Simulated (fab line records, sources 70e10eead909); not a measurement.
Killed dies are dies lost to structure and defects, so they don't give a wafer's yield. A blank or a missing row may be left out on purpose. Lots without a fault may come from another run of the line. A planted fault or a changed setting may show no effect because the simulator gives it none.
Which tool did it? | flow nand_harc | 24 lots, 72 wafers sampled, at 5 steps of a route of 1302

WHAT THE GAUGES READ, wafer by wafer
NHARC_A_SGD_CUT_THK_MEAS_22: measures by ellipsometry. Usual: thk_nm 148.2 nm, standard deviation 1.3.
lot  | measured     | on            | thk_nm (nm)       | flag
L074 | day 20 00:31 | film_metro-01 | 147.6 146.8 144.2 |
L075 | day 20 08:27 | film_metro-02 | 149.4 149.0 148.1 |
L076 | day 20 08:28 | film_metro-02 | 149.8 147.4 149.1 |
L077 | day 20 16:22 | film_metro-02 | 148.7 150.5 148.3 |
L078 | day 21 15:19 | film_metro-01 | 148.9 148.6 149.6 |
L079 | day 21 15:22 | film_metro-01 | 150.2 150.2 148.5 |
L080 | day 21 23:54 | film_metro-02 | 149.2 149.6 147.3 |
L081 | day 22 21:47 | film_metro-02 | 146.7 146.6 149.0 |
L082 | day 22 21:48 | film_metro-01 | 147.1 148.1 148.0 |
L084 | day 23 10:58 | film_metro-01 | 147.8 150.9 150.4 |
L083 | day 23 10:58 | film_metro-02 | 147.1 151.6 146.7 |
L086 | day 23 14:29 | film_metro-01 | 148.9 147.4 147.5 |
L085 | day 23 23:43 | film_metro-01 | 147.7 148.8 146.6 |
L087 | day 25 00:22 | film_metro-02 | 151.6 149.6 148.7 |
L089 | day 25 09:38 | film_metro-02 | 148.3 148.8 146.3 |
L088 | day 25 09:38 | film_metro-01 | 147.3 147.3 146.2 |
L090 | day 26 10:34 | film_metro-02 | 146.6 149.0 145.7 |
L092 | day 26 23:52 | film_metro-01 | 148.3 146.5 147.2 |
L091 | day 26 23:52 | film_metro-02 | 147.6 149.5 148.4 |
L093 | day 26 23:52 | film_metro-02 | 148.0 148.1 146.2 |
L094 | day 27 10:11 | film_metro-02 | 147.3 149.7 147.3 |
L095 | day 28 08:02 | film_metro-02 | 150.1 150.5 148.0 |
L097 | day 28 18:32 | film_metro-01 | 149.4 150.0 147.3 |
L096 | day 28 18:32 | film_metro-02 | 145.4 148.3 148.6 |

NHARC_A_SLIT_OVL_MEAS_10. Usual: overlay_x_nm 0.0 nm, standard deviation 0.66; overlay_y_nm -0.2 nm, standard deviation 0.86.
lot  | measured     | on         | overlay_x_nm (nm) | overlay_y_nm (nm) | flag
L074 | day 20 08:17 | overlay-02 | -0.5 -0.5 -0.3    | -0.2 -0.1 -0.2    |
L075 | day 20 15:02 | overlay-02 | 0.2 -0.5 0.5      | -0.2 -0.7 0.2     |
L076 | day 20 15:34 | overlay-02 | 1.4 1.6 1.2       | -1.1 -1.5 -1.3    |
L077 | day 20 21:51 | overlay-01 | -0.1 0.3 0.3      | -0.9 -0.9 -1.6    |
L078 | day 21 21:37 | overlay-01 | -0.2 -0.5 0.1     | -0.3 0.1 -0.2     |
L079 | day 21 21:49 | overlay-02 | -0.1 0.1 0.1      | 1.3 0.9 1.5       |
L080 | day 22 05:19 | overlay-01 | -0.3 -0.7 -0.5    | -0.7 -0.7 -0.4    |
L081 | day 23 03:09 | overlay-02 | 0.6 0.3 -0.3      | 0.8 0.9 1.6       |
L082 | day 23 03:31 | overlay-02 | -0.3 0.6 0.2      | -0.4 -0.5 -0.5    |
L084 | day 23 16:35 | overlay-02 | -0.4 -1.0 -0.5    | -0.5 0.0 -0.4     |
L083 | day 23 16:26 | overlay-01 | -0.4 -0.4 -1.0    | -0.1 0.6 0.7      |
L086 | day 23 20:15 | overlay-02 | -0.1 0.4 -0.4     | -1.1 -0.7 -0.9    |
L085 | day 24 05:17 | overlay-01 | -0.4 -0.4 -0.1    | 0.1 0.0 -0.5      |
L087 | day 25 07:29 | overlay-01 | -0.2 0.0 0.0      | -0.4 -0.1 0.3     |
L089 | day 25 15:21 | overlay-02 | 0.5 0.3 1.4       | -0.4 -0.2 0.2     |
L088 | day 25 15:01 | overlay-01 | -0.2 -0.2 -0.1    | 0.0 -0.4 -0.8     |
L090 | day 26 15:51 | overlay-02 | -0.2 -0.5 0.1     | 0.7 0.6 0.6       |
L092 | day 27 08:59 | overlay-01 | 0.0 -0.3 0.1      | 2.2 2.0 1.6       |
L091 | day 27 09:14 | overlay-02 | 0.6 0.0 0.2       | -1.1 -1.4 -1.4    |
L093 | day 27 05:07 | overlay-02 | -0.3 -0.8 -1.5    | 0.1 0.3 -0.3      |
L094 | day 27 15:38 | overlay-01 | 0.5 0.3 1.2       | -0.5 -0.5 -0.8    |
L095 | day 28 13:22 | overlay-01 | 1.5 1.8 2.1       | 0.0 -0.3 0.0      |
L097 | day 29 01:23 | overlay-01 | 0.4 0.3 0.4       | -0.7 -1.2 -1.3    |
L096 | day 29 02:58 | overlay-02 | -1.0 -0.7 -1.5    | -0.7 -0.4 -0.3    |

WHICH TOOL RAN EACH LOT (tool, then ch and the chambers of the sampled wafers, then the start)
lot  | NHARC_A_STAIRCASE_CMP_472     | NHARC_A_SGD_CUT_ETCH_16                       | NHARC_A_SGD_CUT_CMP_21
L074 | cmp-03 ch 0,1,3, day 19 15:46 | rie_diel-06 ch 0,1,2, day 20 00:16 or earlier | cmp-02 ch 0,2,3, day 20 00:16
L075 | cmp-04 ch 0,1, day 20 01:07   | rie_diel-09 ch 0,1, day 20 08:14 or earlier   | cmp-01 ch 1,2,3, day 20 08:14
L076 | cmp-01 ch 1,2, day 20 01:15   | rie_diel-06 ch 0,1,3, day 20 08:15 or earlier | cmp-03 ch 0,1,2, day 20 08:15
L077 | cmp-01 ch 0,1,2, day 20 09:03 | rie_diel-06 ch 2,3, day 20 16:07 or earlier   | cmp-03 ch 1,2, day 20 16:07
L078 | cmp-01 ch 0,3, day 21 05:16   | rie_diel-07 ch 0,1,3, day 21 15:05 or earlier | cmp-01 ch 1,2, day 21 15:05
L079 | cmp-03 ch 0,1, day 21 05:35   | rie_diel-09 ch 0,2,3, day 21 15:10 or earlier | cmp-03 ch 1,2,3, day 21 15:10
L080 | cmp-03 ch 1,2,3, day 21 16:28 | rie_diel-07 ch 0,2,3, day 21 23:38 or earlier | cmp-01 ch 0,1,2, day 21 23:38
L081 | cmp-04 ch 1,3, day 22 13:48   | rie_diel-09 ch 0,1,2, day 22 21:34 or earlier | cmp-01 ch 0,1,3, day 22 21:34
L082 | cmp-03 ch 0,2, day 22 14:40   | rie_diel-07 ch 0,3, day 22 21:32 or earlier   | cmp-03 ch 0,2, day 22 21:32
L084 | cmp-04 ch 1,2,3, day 23 03:34 | rie_diel-09 ch 2,3, day 23 10:43 or earlier   | cmp-03 ch 2,3, day 23 10:43
L083 | cmp-01 ch 0,1,2, day 23 03:56 | rie_diel-07 ch 2,3, day 23 10:43 or earlier   | cmp-01 ch 1,3, day 23 10:43
L086 | cmp-03 ch 0,3, day 23 07:07   | rie_diel-06 ch 1,2,3, day 23 14:13 or earlier | cmp-03 ch 1,2, day 23 14:13
L085 | cmp-01 ch 1,2, day 23 16:09   | rie_diel-07 ch 0,1,2, day 23 23:29 or earlier | cmp-01 ch 1,2, day 23 23:29
L087 | cmp-04 ch 0,2,3, day 24 16:56 | rie_diel-09 ch 0,3, day 25 00:09 or earlier   | cmp-02 ch 0,1,2, day 25 00:09
L089 | cmp-04 ch 0,1,2, day 25 01:59 | rie_diel-06 ch 2,3, day 25 09:24 or earlier   | cmp-03 ch 0,1,2, day 25 09:24
L088 | cmp-03 ch 1,3, day 25 02:25   | rie_diel-07 ch 1,2,3, day 25 09:24 or earlier | cmp-02 ch 0,2, day 25 09:24
L090 | cmp-01 ch 0,1, day 26 03:12   | rie_diel-09 ch 1,3, day 26 10:19 or earlier   | cmp-02 ch 0,2,3, day 26 10:19
L092 | cmp-04 ch 0,3, day 26 16:32   | rie_diel-07 ch 1,2,3, day 26 23:39 or earlier | cmp-02 ch 0,1,3, day 26 23:39
L091 | cmp-01 ch 0,2, day 26 16:47   | rie_diel-06 ch 0,1,3, day 26 23:38 or earlier | cmp-03 ch 0,3, day 26 23:38
L093 | cmp-03 ch 0,3, day 26 16:50   | rie_diel-09 ch 1,2,3, day 26 23:36 or earlier | cmp-01 ch 1,2,3, day 26 23:36
L094 | cmp-03 ch 0,2,3, day 27 02:50 | rie_diel-07 ch 0,1,3, day 27 09:56 or earlier | cmp-02 ch 1,2, day 27 09:56
L095 | cmp-03 ch 0,2,3, day 27 23:52 | rie_diel-09 ch 0,2,3, day 28 07:47 or earlier | cmp-02 ch 0,1,2, day 28 07:47
L097 | cmp-03 ch 2,3, day 28 11:01   | rie_diel-09 ch 0,1,2, day 28 18:20 or earlier | cmp-03 ch 0,1,2, day 28 18:20
L096 | cmp-04 ch 0,1,2, day 28 11:08 | rie_diel-07 ch 0,1,3, day 28 18:17 or earlier | cmp-01 ch 0,1,3, day 28 18:17
- NHARC_A_STAIRCASE_CMP_472: polishes SiO2.
- NHARC_A_SGD_CUT_ETCH_16: etches the open film in C4F8/O2/Ar, target depth 310.5 nm, time 155.2 s.
- NHARC_A_SGD_CUT_CMP_21: polishes, target thk 148.19 nm.

WHAT THE TOOLS THEMSELVES READ (means of the sampled wafers that have a number; where no wafer has one, the mark that the record gives instead)
NHARC_A_STAIRCASE_CMP_472. Usual: motor_current_A 12.0 A, standard deviation 1.4.
lot  | tool   | motor_current_A (A) | flag
L074 | cmp-03 | 12.8                |
L075 | cmp-04 | 10.9                |
L076 | cmp-01 | 11.1                |
L077 | cmp-01 | 12.4                |
L078 | cmp-01 | 12.8                |
L079 | cmp-03 | 13.0                |
L080 | cmp-03 | 13.0                |
L081 | cmp-04 | 11.3                |
L082 | cmp-03 | 12.1                |
L084 | cmp-04 | 11.4                |
L083 | cmp-01 | 12.8                |
L086 | cmp-03 | 12.8                |
L085 | cmp-01 | 11.1                |
L087 | cmp-04 | 11.1                |
L089 | cmp-04 | 10.5                |
L088 | cmp-03 | 13.1                |
L090 | cmp-01 | 11.7                |
L092 | cmp-04 | 10.8                |
L091 | cmp-01 | 13.3                |
L093 | cmp-03 | 12.3                |
L094 | cmp-03 | 12.1                |
L095 | cmp-03 | 11.9                |
L097 | cmp-03 | 11.7                |
L096 | cmp-04 | 10.5                |

NHARC_A_SGD_CUT_ETCH_16. Usual: bias_w 800.4 W, standard deviation 2.2; oes_product_au 0.973 a.u., standard deviation 0.015; rf_vpp_V 724 V, standard deviation 4.3.
lot  | tool        | bias_w (W) | oes_product_au (a.u.) | rf_vpp_V (V) | flag
L074 | rie_diel-06 | 798.9      | 0.972                 | 723          |
L075 | rie_diel-09 | 802.0      | 0.988                 | 720          |
L076 | rie_diel-06 | 798.4      | 0.981                 | 724          |
L077 | rie_diel-06 | 800.1      | 0.972                 | 717          |
L078 | rie_diel-07 | 799.5      | 0.983                 | 724          |
L079 | rie_diel-09 | 800.0      | 0.981                 | 725          |
L080 | rie_diel-07 | 800.6      | 0.978                 | 727          |
L081 | rie_diel-09 | 800.7      | 0.975                 | 721          |
L082 | rie_diel-07 | 800.3      | 0.981                 | 725          |
L084 | rie_diel-09 | 801.1      | 0.976                 | 728          |
L083 | rie_diel-07 | 798.3      | 0.946                 | 725          |
L086 | rie_diel-06 | 799.4      | 0.975                 | 721          |
L085 | rie_diel-07 | 800.5      | 0.980                 | 726          |
L087 | rie_diel-09 | 802.1      | 0.974                 | 725          |
L089 | rie_diel-06 | 799.2      | 0.996                 | 718          |
L088 | rie_diel-07 | 799.4      | 0.945                 | 724          |
L090 | rie_diel-09 | 801.5      | 0.939                 | 726          |
L092 | rie_diel-07 | 803.0      | 0.977                 | 726          |
L091 | rie_diel-06 | 798.8      | 0.973                 | 724          |
L093 | rie_diel-09 | 802.4      | 0.976                 | 722          |
L094 | rie_diel-07 | 800.3      | 0.951                 | 723          |
L095 | rie_diel-09 | 800.1      | 0.982                 | 725          |
L097 | rie_diel-09 | 800.2      | 0.972                 | 720          |
L096 | rie_diel-07 | 799.4      | 0.976                 | 724          |

NHARC_A_SGD_CUT_CMP_21. Usual: motor_current_A 12.1 A, standard deviation 1.2; time_to_endpoint_s 49.7 s, standard deviation 2.8.
lot  | tool   | motor_current_A (A) | time_to_endpoint_s (s) | flag
L074 | cmp-02 | 11.9                | 48.2                   |
L075 | cmp-01 | 11.3                | 48.3                   |
L076 | cmp-03 | 12.5                | 49.9                   |
L077 | cmp-03 | 13.0                | 49.4                   |
L078 | cmp-01 | 12.0                | 51.6                   |
L079 | cmp-03 | 12.6                | 50.3                   |
L080 | cmp-01 | 12.3                | 49.3                   |
L081 | cmp-01 | 12.2                | 52.3                   |
L082 | cmp-03 | 11.2                | 50.2                   |
L084 | cmp-03 | 12.0                | 49.8                   |
L083 | cmp-01 | 11.3                | 49.3                   |
L086 | cmp-03 | 13.0                | 50.0                   |
L085 | cmp-01 | 11.7                | 50.6                   |
L087 | cmp-02 | 11.1                | 46.4                   |
L089 | cmp-03 | 12.7                | 51.2                   |
L088 | cmp-02 | 11.4                | 47.5                   |
L090 | cmp-02 | 11.8                | 50.6                   |
L092 | cmp-02 | 11.7                | 43.8                   |
L091 | cmp-03 | 12.8                | 50.0                   |
L093 | cmp-01 | 11.4                | 50.6                   |
L094 | cmp-02 | 10.6                | 51.0                   |
L095 | cmp-02 | 11.4                | 46.0                   |
L097 | cmp-03 | 12.5                | 55.5                   |
L096 | cmp-01 | 12.3                | 51.6                   |

THE ANSWER, worked out from the rows above alone
Rule: a lot is off if the mean of its wafers that have a number lies more than 3 standard deviations from the usual mean. A lot without any number at a reading at which 4 lots or more have one is off too. The other lots that the step has rows for count as sound. The gauges are gone through in route order, then the tools' own readings, and for those a lot's mean is taken as printed above. The first step at which some lot is off is used, and at that step the reading that is off furthest; a lot without a number counts as furthest.
No lot is off at any reading shown: from this, nothing can be told.

WHAT THE SIMULATOR HAD PUT IN
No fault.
